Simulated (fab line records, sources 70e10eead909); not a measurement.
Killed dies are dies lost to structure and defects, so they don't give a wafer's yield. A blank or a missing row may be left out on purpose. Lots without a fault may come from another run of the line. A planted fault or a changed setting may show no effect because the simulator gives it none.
One fault seen from 2 desks | flow nand_harc | each desk has only its own numbers; what lay behind them comes last

THE TOOL OWNER'S DESK: arfi_scanner-03
The tool's own readings at NHARC_P_M0_EXPOSE_06 (exposes mask P M0, target cd 90 nm): means of the sampled wafers that have a number, for each lot that ran on this tool. A lot is out of limits, marked OUT, if its mean lies more than 4 standard deviations from the usual mean; the brackets give that distance.
Columns: A = reticle_temp_C at NHARC_P_M0_EXPOSE_06, usual 22.99 C
lot  | first seen here | A
L676 | day 6 14:52     | 23.19
L682 | day 8 05:56     | 22.98
L685 | day 9 01:22     | 23.10
L695 | day 11 07:22    | 22.92
This desk's finding: nothing out of limits on any of the 4 lots.

THE METROLOGY DESK
What the gauges read, lot by lot, whatever tool the lot ran on: means of the sampled wafers that have a number. A lot is out of limits, marked OUT, if its mean lies more than 4 standard deviations from the usual mean; the brackets give that distance.
Columns: A = cd_nm at NHARC_P_M0_CD_MEAS_09, usual 90.3 nm; B = cd_nm at NHARC_P_M0_CD_MEAS_16, usual 90.3 nm
lot  | first seen here | A              | B
L672 | day 5 21:46     | 90.2           | 89.7
L673 | day 6 11:02     | 90.1           | 90.3
L676 | day 6 15:01     | 90.3           | 89.7
L675 | day 6 15:59     | 90.3           | 90.3
L681 | day 7 22:29     | 90.0           | 90.1
L682 | day 8 06:05     | 89.8           | 90.0
L687 | day 9 00:57     | 90.2           | 90.9
L685 | day 9 01:29     | 67.7 (-31) OUT | 67.2 (-26) OUT
L686 | day 9 21:44     | 90.3           | 91.1
L688 | day 10 02:39    | 90.3           | 89.8
L689 | day 10 07:43    | 90.7           | 90.2
L694 | day 11 07:13    | 89.8           | 90.1
L695 | day 11 07:30    | 89.7           | 90.3
This desk's finding: out of limits on L685; first on L685, day 9 01:29 (cd_nm at NHARC_P_M0_CD_MEAS_09). In limits: L672, L673, L676, L675, L681, L682, L687, L686, L688, L689, L694, L695.

PUT TOGETHER
The metrology desk could have raised an alarm at day 9 01:29, on L685.
The tool owner's desk saw nothing out of limits.
The tool owner's desk has L685 on record, within its limits.
Of the lots named, all ran NHARC_P_M0_EXPOSE_06 on arfi_scanner-03.

WHAT THE SIMULATOR HAD PUT IN
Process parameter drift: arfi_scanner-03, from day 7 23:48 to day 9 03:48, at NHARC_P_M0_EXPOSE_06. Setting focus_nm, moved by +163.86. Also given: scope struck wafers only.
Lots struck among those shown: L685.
Hours from the fault's start to each desk's first reading out of limits: the metrology desk, 26.
